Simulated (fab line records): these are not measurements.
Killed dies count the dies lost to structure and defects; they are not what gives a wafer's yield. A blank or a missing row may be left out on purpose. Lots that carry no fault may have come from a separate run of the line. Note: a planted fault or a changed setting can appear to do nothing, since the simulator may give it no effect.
Split-lot study    flow n5_finfet    route with 1938 steps; 7 lots, 21 wafers read

== THE SPLIT ITSELF ==
At N5_BEOL_M0_CUTY_EXPOSE_54 (exposes mask M0 ABLK), the setting dose_mj was moved away from the recipe's 36 on 6 of the 21 wafers read, by -7.0% to -2.7%. All remaining wafers had this setting at the recipe value.

== FROM THE SPLIT TO THE READING: what the file shows between them, 2 steps ==
- N5_BEOL_M0_CUTY_PEB_55: peb time 60 s
- N5_BEOL_M0_CUTY_DEVELOP_56: develop time 30 s

== THE READING ==
At N5_BEOL_M0_CUTY_CD_MEAS_57: cd_nm in nanometres, against a target cd of 200 nm. A value of 200.3 nm with a standard deviation of 1.1 nm is what fault-free wafers of this fab line usually give.

wafer   tool, chamber at the split  dose_mj as run  against the recipe  cd_nm, nm  against lot-mates on the recipe
L077.1  arfi_scanner-03, 0          33.47           -7.0%               205.6      +4.8
L077.3  arfi_scanner-03, 0          36              recipe              200.6      -
L077.4  arfi_scanner-03, 0          36              recipe              200.9      -
L081.3  arfi_scanner-01, 0          36              recipe              198.8      -
L081.5  arfi_scanner-01, 0          36              recipe              197.8      -
L081.6  arfi_scanner-01, 0          34.29           -4.7%               203.0      +4.7
L088.1  arfi_scanner-01, 0          36              recipe              202.9      -
L088.3  arfi_scanner-01, 0          34.19           -5.0%               203.2      +0.9
L088.5  arfi_scanner-01, 0          36              recipe              201.7      -
L090.1  arfi_scanner-01, 0          36              recipe              201.7      -
L090.4  arfi_scanner-01, 0          36              recipe              201.8      -
L090.5  arfi_scanner-01, 0          36              recipe              201.8      -
L091.3  arfi_scanner-03, 0          36              recipe              200.2      -
L091.4  arfi_scanner-03, 0          36              recipe              200.4      -
L091.6  arfi_scanner-03, 0          36              recipe              200.8      -
L095.3  arfi_scanner-01, 0          34.85           -3.2%               203.2      +2.7
L095.4  arfi_scanner-01, 0          36              recipe              200.5      -
L095.6  arfi_scanner-01, 0          34.85           -3.2%               203.3      +2.8
L096.1  arfi_scanner-01, 0          35.02           -2.7%               203.1      +1.7
L096.4  arfi_scanner-01, 0          36              recipe              201.4      -
L096.5  arfi_scanner-01, 0          36              recipe              201.5      -

FIT RESULTS
A straight line over all 21 wafers: cd_nm changes by -0.609 nm for each +1% of dose_mj; r = -0.76; the points scatter about the line by 1.1 nm.
The same after taking each lot's own level away (the mean of its wafers on the recipe; 21 wafers): -0.658 nm for each +1%; r = -0.89; scatter 0.75 nm.
According to that fit, moving dose_mj by its largest amount changes the reading by 4.6 nm.
Across the lots, their own levels run from 198.30 to 202.30 nm, a range of 3.6 times the standard deviation given above.
So the lot-to-lot level blurs the effect unless lot-mates are compared.
Check: with one of the wafers moved furthest among these (-7.0%) left out of the fit, the line predicts +4.52 nm for it against its lot-mates. It came out at +4.85 nm against them.

== THE FILE'S OWN FIT ==
cd_nm changes by -0.644 nm for each +1% of dose_mj, r = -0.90.
